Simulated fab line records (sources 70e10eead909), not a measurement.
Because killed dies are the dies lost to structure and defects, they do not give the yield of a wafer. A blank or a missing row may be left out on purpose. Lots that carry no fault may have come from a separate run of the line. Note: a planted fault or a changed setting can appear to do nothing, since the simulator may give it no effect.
Which of the tools did it? -- flow nandHarc -- 42 wafers from 14 lots sampled at 3 of the route's 1302 steps

## WHAT THE GAUGES READ, wafer by wafer
NHARC_A_SLIT_CD_MEAS_21. Usual: cdNm at 289.5 nm, with a standard deviation of 0.88.
lot,measured,on,cdNm (nm),flag
L968,day 20 16:11,cdSem-03,290.7 289.0 289.6,
L970,day 20 20:01,cdSem-03,290.0 288.6 288.0,
L969,day 20 23:51,cdSem-02,288.7 291.1 288.6,
L972,day 22 03:58,cdSem-03,291.3 290.8 290.9,
L974,day 22 13:29,cdSem-02,289.4 290.2 289.4,
L973,day 22 13:53,cdSem-01,287.4 288.6 289.6,
L976,day 22 22:44,cdSem-02,289.9 289.8 290.8,
L971,day 23 01:34,cdSem-03,289.3 288.8 289.7,
L975,day 23 05:19,cdSem-03,290.1 289.6 290.3,
L980,day 24 06:34,cdSem-01,288.7 290.0 289.8,
L977,day 24 12:24,cdSem-03,289.4 290.4 290.5,
L988,day 29 02:55,cdSem-02,290.5 289.9 290.4,
L989,day 29 12:50,cdSem-02,288.9 289.9 289.9,
L990,day 29 14:08,cdSem-01,289.7 289.2 289.4,

## WHICH TOOL RAN EACH LOT (tool, then ch and the chambers of the sampled wafers, then the start)
lot,NHARC_A_SLIT_DESCUM_14,NHARC_A_SLIT_ETCH_24
L968,"rieDiel-10 ch 1,2, day 20 04:26","rieDiel-10 ch 2,3, day 20 04:31"
L970,"rieDiel-06 ch 0,1,3, day 20 11:24","rieDiel-06 ch 0,1,3, day 20 11:30"
L969,"rieDiel-10 ch 1,2,3, day 20 12:52","rieDiel-10 ch 0,1, day 20 12:56"
L972,"rieDiel-06 ch 0,2,3, day 21 21:43","rieDiel-06 ch 0,1,2, day 21 21:47"
L974,"rieDiel-10 ch 0,2,3, day 22 07:10","rieDiel-10 ch 1,2,3, day 22 07:15"
L973,"rieDiel-02 ch 0,3, day 22 07:20","rieDiel-02 ch 2,3, day 22 07:26"
L976,"rieDiel-06 ch 1,3, day 22 14:58","rieDiel-06 ch 0,1,2, day 22 15:04"
L971,"rieDiel-06 ch 0,2,3, day 22 15:58","rieDiel-06 ch 0,1,2, day 22 16:02"
L975,"rieDiel-10 ch 0,2,3, day 22 20:17","rieDiel-10 ch 0,3, day 22 20:21"
L980,"rieDiel-06 ch 0,1,3, day 24 00:20","rieDiel-06 ch 0,1,2, day 24 00:24"
L977,"rieDiel-06 ch 2,3, day 24 03:31","rieDiel-06 ch 0,2,3, day 24 03:38"
L988,"rieDiel-10 ch 1,2,3, day 28 20:39","rieDiel-10 ch 0,1,3, day 28 20:44"
L989,"rieDiel-06 ch 1,2,3, day 29 06:25","rieDiel-06 ch 1,3, day 29 06:31"
L990,"rieDiel-06 ch 1,2,3, day 29 07:40","rieDiel-06 ch 1,2,3, day 29 07:46"
- NHARC_A_SLIT_DESCUM_14: chemistry O2, time 3 s.
- NHARC_A_SLIT_ETCH_24: etches the open film in CF4/CHF3, target depth 121 nm, time 60.5 s.

## AS READ BY THE TOOLS THEMSELVES (means over the sampled wafers that have a number; for cases with no such wafer, the mark the record gives instead)
NHARC_A_SLIT_DESCUM_14. Usual: drypumpMotorCurrentA 5.6 A, standard deviation 0.51; o2FlowSccm 200.0 sccm, standard deviation 0.57; oesProductAu 1.003 a.u., standard deviation 0.0086; rfVppV 57.7 V, standard deviation 0.91; showerheadPlenumPTorr 1.89 Torr, standard deviation 0.079; throttleValvePct 11.311 %, standard deviation 0.01.
lot,tool,drypumpMotorCurrentA (A),o2FlowSccm (sccm),oesProductAu (a.u.),rfVppV (V),showerheadPlenumPTorr (Torr),throttleValvePct (%),flag
L968,rieDiel-10,5.6,200.0,1.001,58.1,1.93,11.315,
L970,rieDiel-06,5.7,199.7,1.008,58.8,1.96,11.314,
L969,rieDiel-10,6.0,200.0,1.005,58.1,1.88,11.299,
L972,rieDiel-06,5.8,200.0,1.015,57.6,1.90,11.319,
L974,rieDiel-10,6.2,200.2,0.998,57.6,1.84,11.309,
L973,rieDiel-02,5.2,200.0,0.999,57.8,1.91,11.305,
L976,rieDiel-06,5.4,200.4,1.008,57.4,1.96,11.313,
L971,rieDiel-06,5.8,199.7,1.006,57.5,1.89,11.307,
L975,rieDiel-10,6.1,199.7,0.995,58.1,1.84,11.299,
L980,rieDiel-06,5.7,199.6,1.004,58.3,1.96,11.317,
L977,rieDiel-06,5.9,199.4,1.004,57.3,1.90,11.315,
L988,rieDiel-10,6.0,199.9,0.999,56.7,1.87,11.318,
L989,rieDiel-06,5.5,200.3,0.998,57.3,1.90,11.307,
L990,rieDiel-06,5.5,200.5,1.003,57.7,1.90,11.319,

NHARC_A_SLIT_ETCH_24. Usual: drypumpMotorCurrentA 5.6 A, standard deviation 0.5; oesProductAu 0.961 a.u., standard deviation 0.015; rfVppV 370.3 V, standard deviation 2.2; showerheadPlenumPTorr 1.56 Torr, standard deviation 0.06; throttleValvePct 16.802 %, standard deviation 0.0081.
lot,tool,drypumpMotorCurrentA (A),oesProductAu (a.u.),rfVppV (V),showerheadPlenumPTorr (Torr),throttleValvePct (%),flag
L968,rieDiel-10,6.4,0.963,370.2,1.53,16.802,
L970,rieDiel-06,5.7,0.943,372.3,1.61,16.803,
L969,rieDiel-10,5.5,0.961,369.6,1.55,16.806,
L972,rieDiel-06,5.4,0.970,371.0,1.56,16.798,
L974,rieDiel-10,5.9,0.967,369.2,1.55,16.811,
L973,rieDiel-02,5.5,0.950,372.1,1.60,16.797,
L976,rieDiel-06,5.4,0.929,370.3,1.56,16.812,
L971,rieDiel-06,5.4,0.957,369.8,1.56,16.803,
L975,rieDiel-10,5.9,0.969,367.5,1.51,16.801,
L980,rieDiel-06,5.4,0.968,370.3,1.56,16.804,
L977,rieDiel-06,5.8,0.967,369.7,1.56,16.800,
L988,rieDiel-10,5.8,0.963,369.3,1.53,16.800,
L989,rieDiel-06,5.8,0.968,372.1,1.61,16.796,
L990,rieDiel-06,5.5,0.959,370.9,1.56,16.806,

## THE ANSWER, worked out from the rows above alone
Rule: take the mean of a lot's wafers that have a number; if it is more than 3 standard deviations from the usual mean, the lot is off. A lot without any number at a reading at which 4 lots or more have one is off too. Where the step has rows for the other lots, those lots are counted as sound. First the gauges in route order, then the tools' own readings, where a lot's mean is used as printed above. At the first step where some lot is off, the reading lying furthest off is the one used; lots without a number count as furthest.
Nothing can be told from this: no lot is off at any reading shown.

## WHAT WAS PUT IN BY THE SIMULATOR
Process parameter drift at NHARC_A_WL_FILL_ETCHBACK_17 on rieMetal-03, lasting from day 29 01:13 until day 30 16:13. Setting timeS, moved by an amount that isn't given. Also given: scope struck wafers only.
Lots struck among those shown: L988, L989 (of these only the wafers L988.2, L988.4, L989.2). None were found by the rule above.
